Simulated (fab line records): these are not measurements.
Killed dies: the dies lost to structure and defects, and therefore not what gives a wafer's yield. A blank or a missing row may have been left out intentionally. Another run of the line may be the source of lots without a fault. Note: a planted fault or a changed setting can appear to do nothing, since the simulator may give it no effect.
Lot-split experiment :: flow n5 finfet :: on a route of 1938 steps: 7 lots, 21 wafers read

## THE SPLIT ITSELF
At N5_BEOL_M5_COAT_60 (time 60 s, resist thk 12 nm), the setting spin rpm was moved away from the recipe's 1500 rpm on 6 of the 21 wafers read, by -9.3% to +7.8%. This setting was run at the recipe's value on the other wafers.

## FROM THE SPLIT TO THE READING: what the file shows between them, 5 steps
- N5_BEOL_M5_COAT_71: time 60 s, resist thk 5 nm
- N5_BEOL_M5_COAT_05: resist thk 30 nm
- N5_BEOL_M5_DESCUM_16: chemistry O2, time 7 s
- N5_BEOL_M5_ETCH_72: etches underlayer in N2/H2, target depth 6.5 nm, time 5.2 s
- N5_BEOL_M5_ETCH_61: etches SiARC in CF4, target depth 15.6 nm, time 26 s

## THE READING
SiARC_of_BEOL_M5_COAT_60.thk nm (the simulator's own value, which no gauge read), in nm, at N5_BEOL_M5_ETCH_62 (etches SOC in N2/H2, target depth 75 nm, overetch 15 nm, time 112.5 s). No usual value for it is given in the file. Here, 15 wafers ran the recipe; their average is 6.8 nm with a standard deviation of 0.11 nm.

wafer: L081.3
tool, chamber at the split: litho track-02, 0
spin rpm as run, rpm: 1500
against the recipe: recipe
SiARC_of_BEOL_M5_COAT_60.thk nm, nm: 7
against lot-mates on the recipe: -

wafer: L081.4
tool, chamber at the split: litho track-02, 0
spin rpm as run, rpm: 1500
against the recipe: recipe
SiARC_of_BEOL_M5_COAT_60.thk nm, nm: 6.8
against lot-mates on the recipe: -

wafer: L081.5
tool, chamber at the split: litho track-02, 0
spin rpm as run, rpm: 1500
against the recipe: recipe
SiARC_of_BEOL_M5_COAT_60.thk nm, nm: 6.8
against lot-mates on the recipe: -

wafer: L082.1
tool, chamber at the split: litho track-02, 0
spin rpm as run, rpm: 1385
against the recipe: -7.7%
SiARC_of_BEOL_M5_COAT_60.thk nm, nm: 7.6
against lot-mates on the recipe: +0.8

wafer: L082.2
tool, chamber at the split: litho track-02, 0
spin rpm as run, rpm: 1500
against the recipe: recipe
SiARC_of_BEOL_M5_COAT_60.thk nm, nm: 6.8
against lot-mates on the recipe: -

wafer: L082.5
tool, chamber at the split: litho track-02, 0
spin rpm as run, rpm: 1385
against the recipe: -7.7%
SiARC_of_BEOL_M5_COAT_60.thk nm, nm: 7.4
against lot-mates on the recipe: +0.6

wafer: L091.2
tool, chamber at the split: litho track-04, 0
spin rpm as run, rpm: 1500
against the recipe: recipe
SiARC_of_BEOL_M5_COAT_60.thk nm, nm: 7
against lot-mates on the recipe: -

wafer: L091.5
tool, chamber at the split: litho track-04, 0
spin rpm as run, rpm: 1500
against the recipe: recipe
SiARC_of_BEOL_M5_COAT_60.thk nm, nm: 7
against lot-mates on the recipe: -

wafer: L091.6
tool, chamber at the split: litho track-04, 0
spin rpm as run, rpm: 1500
against the recipe: recipe
SiARC_of_BEOL_M5_COAT_60.thk nm, nm: 6.8
against lot-mates on the recipe: -

wafer: L087.3
tool, chamber at the split: litho track-02, 0
spin rpm as run, rpm: 1500
against the recipe: recipe
SiARC_of_BEOL_M5_COAT_60.thk nm, nm: 6.8
against lot-mates on the recipe: -

wafer: L087.5
tool, chamber at the split: litho track-02, 0
spin rpm as run, rpm: 1500
against the recipe: recipe
SiARC_of_BEOL_M5_COAT_60.thk nm, nm: 6.8
against lot-mates on the recipe: -

wafer: L087.4
tool, chamber at the split: litho track-02, 0
spin rpm as run, rpm: 1617
against the recipe: +7.8%
SiARC_of_BEOL_M5_COAT_60.thk nm, nm: 6
against lot-mates on the recipe: -0.8

wafer: L089.2
tool, chamber at the split: litho track-04, 0
spin rpm as run, rpm: 1361
against the recipe: -9.3%
SiARC_of_BEOL_M5_COAT_60.thk nm, nm: 7.6
against lot-mates on the recipe: no lot-mate on the recipe

wafer: L089.6
tool, chamber at the split: litho track-04, 0
spin rpm as run, rpm: 1361
against the recipe: -9.3%
SiARC_of_BEOL_M5_COAT_60.thk nm, nm: 7.6
against lot-mates on the recipe: no lot-mate on the recipe

wafer: L089.4
tool, chamber at the split: litho track-04, 0
spin rpm as run, rpm: 1361
against the recipe: -9.3%
SiARC_of_BEOL_M5_COAT_60.thk nm, nm: 7.4
against lot-mates on the recipe: no lot-mate on the recipe

wafer: L093.1
tool, chamber at the split: litho track-02, 0
spin rpm as run, rpm: 1500
against the recipe: recipe
SiARC_of_BEOL_M5_COAT_60.thk nm, nm: 7
against lot-mates on the recipe: -

wafer: L093.3
tool, chamber at the split: litho track-02, 0
spin rpm as run, rpm: 1500
against the recipe: recipe
SiARC_of_BEOL_M5_COAT_60.thk nm, nm: 6.8
against lot-mates on the recipe: -

wafer: L093.5
tool, chamber at the split: litho track-02, 0
spin rpm as run, rpm: 1500
against the recipe: recipe
SiARC_of_BEOL_M5_COAT_60.thk nm, nm: 6.8
against lot-mates on the recipe: -

wafer: L097.1
tool, chamber at the split: litho track-04, 0
spin rpm as run, rpm: 1500
against the recipe: recipe
SiARC_of_BEOL_M5_COAT_60.thk nm, nm: 6.8
against lot-mates on the recipe: -

wafer: L097.5
tool, chamber at the split: litho track-04, 0
spin rpm as run, rpm: 1500
against the recipe: recipe
SiARC_of_BEOL_M5_COAT_60.thk nm, nm: 6.8
against lot-mates on the recipe: -

wafer: L097.6
tool, chamber at the split: litho track-04, 0
spin rpm as run, rpm: 1500
against the recipe: recipe
SiARC_of_BEOL_M5_COAT_60.thk nm, nm: 6.6
against lot-mates on the recipe: -

THE FIT
A straight line over all 21 wafers: SiARC_of_BEOL_M5_COAT_60.thk nm changes by -0.084 nm for each +1% of spin rpm; r = -0.95; the points scatter about the line by 0.12 nm.
The same after taking each lot's own level away (the mean of its wafers on the recipe; 18 wafers): -0.0954 nm for each +1%; r = -0.96; scatter 0.09 nm.
According to that fit, moving spin rpm by its largest amount changes the reading by 0.88 nm.
From 6.73 to 6.93 nm: that is the span of the lots' own levels, equal to 1.8 times the standard deviation above.
Thus the slope moves with the lot-to-lot level: the two fits are different.
Check: with one of the wafers moved furthest among these (+7.8%) left out of the fit, the line predicts -0.712 nm for it against its lot-mates. Against them it came out at -0.8 nm.

## THE WHOLE CHAIN: every reading that the file lists as answering this split, in the file's order
step: N5_BEOL_M5_COAT_60
what it does: time 60 s, resist thk 12 nm
reading: SiARC_of_BEOL_M5_COAT_60.thk nm (the simulator's own value, which no gauge read)
change (the file's fit): -0.0517 nm for each +1% of the setting
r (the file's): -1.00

step: N5_BEOL_M5_ETCH_61
what it does: etches SiARC in CF4, target depth 15.6 nm, time 26 s
reading: etch.depth nm (the simulator's own value, which no gauge read)
change (the file's fit): -0.0586 nm for each +1% of the setting
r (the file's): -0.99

step: N5_BEOL_M5_ETCH_62
what it does: etches SOC in N2/H2, target depth 75 nm, overetch 15 nm, time 112.5 s
reading: SiARC_of_BEOL_M5_COAT_60.thk nm (the simulator's own value, which no gauge read)
change (the file's fit): -0.097 nm for each +1% of the setting
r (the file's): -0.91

## THE FILE'S OWN FIT
SiARC_of_BEOL_M5_COAT_60.thk nm changes by -0.097 nm for each +1% of spin rpm, r = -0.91.
